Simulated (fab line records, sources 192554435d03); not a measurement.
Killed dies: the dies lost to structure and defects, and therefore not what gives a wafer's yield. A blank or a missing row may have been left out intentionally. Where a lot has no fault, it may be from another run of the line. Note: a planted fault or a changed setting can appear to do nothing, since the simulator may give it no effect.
Matching of chambers | flow n5Finfet | N5_HKMG_FIN_ETCH_35 on rieDiel-04 has 4 sister chambers
The step etches SOC in N2/H2, target depth 215.8 nm, time 243.4 s. 4 wafers are shown with their chamber, then 12 later ones without.

## WAFERS PAIRED WITH THEIR CHAMBERS
wafer  | chamber | showerheadPlenumPTorr (Torr)
L086.6 | 2       | 2.49
L089.1 | 3       | 2.45
L089.2 | 0       | 2.64
L089.3 | 1       | 2.60

## WAFERS WITHOUT THEIR CHAMBER
wafer  | showerheadPlenumPTorr (Torr)
L089.4 | 2.64
L089.5 | 2.45
L089.6 | 2.60
L090.1 | 2.60
L090.2 | 2.45
L090.5 | 2.60
L093.2 | 2.60
L093.4 | 2.64
L093.5 | 2.49
L096.1 | 2.63
L096.3 | 2.48
L096.4 | 2.44

## WHICH CHAMBER EACH WENT THROUGH
wafer  | from the rows above | in truth
L089.4 | 0                   | 0
L089.5 | 3                   | 3
L089.6 | 1                   | 1
L090.1 | 1                   | 1
L090.2 | 3                   | 3
L090.5 | 1                   | 1
L093.2 | 1                   | 1
L093.4 | 0                   | 0
L093.5 | 2                   | 2
L096.1 | 0                   | 0
L096.3 | 2                   | 2
L096.4 | 3                   | 3
Placed correctly: 12 of 12. Can't be placed from these rows: 0. Placed wrongly: 0.
How it was worked out, from the rows above alone: a wafer's distance from a chamber is the root of the sum, over the readings, of the square of ((its reading less the chamber's mean) divided by the reading's scatter). If the next closest chamber is less than 2 further off than the closest, the wafer can't be placed; otherwise it belongs to the closest. The mean given for a chamber averages the wafers shown for that chamber. The scatter: root of mean squared gap, hidden wafer to nearest shown wafer, with one shown wafer a chamber.
